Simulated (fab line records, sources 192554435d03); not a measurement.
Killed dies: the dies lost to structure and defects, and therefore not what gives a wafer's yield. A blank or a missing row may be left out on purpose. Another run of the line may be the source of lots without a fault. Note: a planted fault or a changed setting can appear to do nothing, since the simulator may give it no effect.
A struck lot beside a sound one | flow n5 finfet | 40 out of 1938 route steps
Sound: the wafers L843.1, L843.2, L843.3. Wafers L840.1, L840.2, L840.4 were the ones struck. The cause is named last.
At each step with rows: each side's tool, then ch and its chambers, then its first start. Under that, the readings that differ: sound wafers | struck wafers | difference of the means | sigmas: that difference in standard deviations of wafers without a fault.
alike: readings whose means differ by less than 2 such deviations, and words and numbers that are the same on both sides. not compared: withheld readings, readings that some wafer has no value for, bounds like >300 that may hide the same value, and numbers for which the record gives no deviation and whose values overlap.
The two part at a step that has a row with sigmas, a row that says differs or no value, or rows on one side only. Non-overlapping numbers with no deviation appear without sigmas and do not part them. A reading missing from all wafers of one side parts the sides only when that side holds two or more wafers.

first, 9 steps without rows for these wafers: N5_MOL_CONTACT_COAG_CVD_140 (deposits W, target thk 66.5 nm, time 215 s); N5_MOL_CONTACT_COAG_PRECLEAN_127 (cleans in DIW, time 57.5 s); N5_MOL_CONTACT_COAG_SRD_128 (dry time 32 s); N5_MOL_CONTACT_COAG_CMP_52 (polishes, stops on SiO2, t overpolish 1.5 s, target thk 66.5 nm); N5_MOL_CONTACT_COAG_ANNEAL_112 (time 1800 s); N5_BEOL_M0_SAQP_PECVD_00 (deposits SiCN from 3MS/NH3, target thk 8 nm, time 14 s); N5_BEOL_M0_SAQP_ILD_DEP_01 (deposits SiOC from DEMS/O2, target thk 45.419 nm, time 8.7 s); N5_BEOL_M0_SAQP_HM_DEP_02 (deposits TiN, target thk 12 nm); N5_BEOL_M0_SAQP_PECVD_03 (deposits SiCN from 3MS/NH3, target thk 12 nm, time 21.1 s).
N5_BEOL_M0_SAQP_PECVD_96: deposits a-Si from SiH4/He, target thk 45 nm, time 45.2 s.
  sound on pecvd-02 ch 0,1,2, day 10 23:32; struck on pecvd-03 ch 1, day 10 06:59
  alike: chamber pressure Torr, heater power w, rf fwd power W, showerhead plenum p Torr, throttle valve pct
then, 11 steps without rows for these wafers: N5_BEOL_M0_SAQP_PECVD_97 (deposits SiNx from SiH4/NH3/N2, target thk 23 nm, time 19.9 s); N5_BEOL_M0_SAQP_PECVD_04 (deposits a-Si from SiH4/He, target thk 60 nm, time 60.2 s); N5_BEOL_M0_SAQP_HM_DEP_111 (deposits SiO2 from SiH4/N2O, target thk 12 nm, time 7.2 s); N5_BEOL_M0_SAQP_COAT_81 (time 60 s, resist thk 100 nm); N5_BEOL_M0_SAQP_COAT_82 (time 60 s, resist thk 30 nm); N5_BEOL_M0_SAQP_COAT_08 (resist thk 90 nm); N5_BEOL_M0_SAQP_EBR_10; N5_BEOL_M0_SAQP_SOFTBAKE_09 (time 60 s); N5_BEOL_M0_SAQP_EXPOSE_11 (exposes mask M0 CORE, target cd 42 nm); N5_BEOL_M0_SAQP_PEB_12 (peb time 60 s); N5_BEOL_M0_SAQP_DEVELOP_13 (develop time 30 s).
N5_BEOL_M0_SAQP_INSPECT_16: inspects for defects (brightfield).
  sound: defect inspect-01 at day 11 00:16; struck: defect inspect-02 at day 10 08:00
  reading          | sound       | struck        | difference | sigmas
  raw defect count | 395 457 546 | 1196 976 1233 | +669       | +6
then, 14 steps without rows for these wafers: N5_BEOL_M0_SAQP_DESCUM_19 (chemistry O2, time 7.9 s); N5_BEOL_M0_SAQP_ETCH_83 (etches SiARC in CF4, target depth 39 nm, time 65 s); N5_BEOL_M0_SAQP_ETCH_84 (etches SOC in N2/H2, target depth 100 nm, overetch 20 nm, time 150 s); N5_BEOL_M0_SAQP_STRIP_80 (strips in N2/H2); N5_BEOL_M0_SAQP_HM_OPEN_112 (chemistry CHF3/O2, target SiO2, stops on a-Si, target depth 12 nm, time 13.5 s); N5_BEOL_M0_SAQP_STRIP_113 (strips in CHF3/O2); N5_BEOL_M0_SAQP_MANDREL_ETCH_20 (etches a-Si in HBr/Cl2, stops on SiNx, target depth 60 nm, bt time 10 s, time 30 s); N5_BEOL_M0_SAQP_STRIP_86 (strips in N2/H2); N5_BEOL_M0_SAQP_STRIP_115 (strips in post etch residue remover, time 60 s); N5_BEOL_M0_SAQP_SRD_93 (time 30 s); N5_BEOL_M0_SAQP_RECESS_114 (chemistry HF/NH3, target SiO2, target depth 14.4 nm, afs cycles 3, sublimation time 60 s); N5_BEOL_M0_SAQP_SPACER1_ALD_98 (deposits SiO2, target thk 12.8 nm, pulse time 1 s, purge time 2 s); N5_BEOL_M0_SAQP_SPACER1_ETCHBACK_99 (etches SiO2 in CHF3/O2, target depth 15.4 nm, time 7.7 s); N5_BEOL_M0_SAQP_MANDREL1_REMOVE_100 (chemistry HBr/Cl2/O2, target a-Si, stops on SiNx, bt time 10 s).
N5_BEOL_M0_SAQP_INSPECT_42: inspects for defects (brightfield).
  sound: defect inspect-01 at day 11 04:28; struck: defect inspect-02 at day 10 12:31
  reading          | sound       | struck       | difference | sigmas
  raw defect count | 244 266 314 | 1044 841 932 | +664       | +9
N5_BEOL_M0_CUTY_INSPECT_59: inspects for defects (macro).
  sound: defect inspect-02 at day 11 06:35; struck: defect inspect-02 at day 10 14:01
  reading          | sound | struck         | difference | sigmas
  raw defect count | 2 2 0 | >300 >300 >300 | differs    |
-- the record jumps here: 2 days lie between the struck wafers' starts before and after (it left off in module BEOL_M0_CUTY and takes up again in module BEOL_M4, whose first step shown is number 1111 of the route) --
N5_BEOL_M4_RC_MEAS_101:
  sound on prober-01 ch 0, day 13 14:08; struck on prober-01 ch 0, day 13 01:18
  reading       | sound          | struck         | difference | sigmas
  SS_P (mV/dec) | 71.3 73.2 74.2 | 74.6 74.8 73.5 | +1.4       | +2
  alike: DIBL_N, DIBL_P, IOFF_N, IOFF_P, ION_N, ION_P, SS_N, VT_N, VT_P
-- a jump in the record: the struck wafers' starts before and after are 4 days apart (it breaks off in module BEOL_M4 and resumes in module PASSIVATION, where the first step shown is number 1936 of the route) --
N5_PASSIVATION_PROBE_49:
  rows exist in the record for the struck wafers here (prober-01, day 17 11:00), but not for the sound ones

== WHERE THEY PART ==
Last at N5_PASSIVATION_PROBE_49 as far as this record goes, first at N5_BEOL_M0_SAQP_INSPECT_16.

WHY: what the simulator had put in
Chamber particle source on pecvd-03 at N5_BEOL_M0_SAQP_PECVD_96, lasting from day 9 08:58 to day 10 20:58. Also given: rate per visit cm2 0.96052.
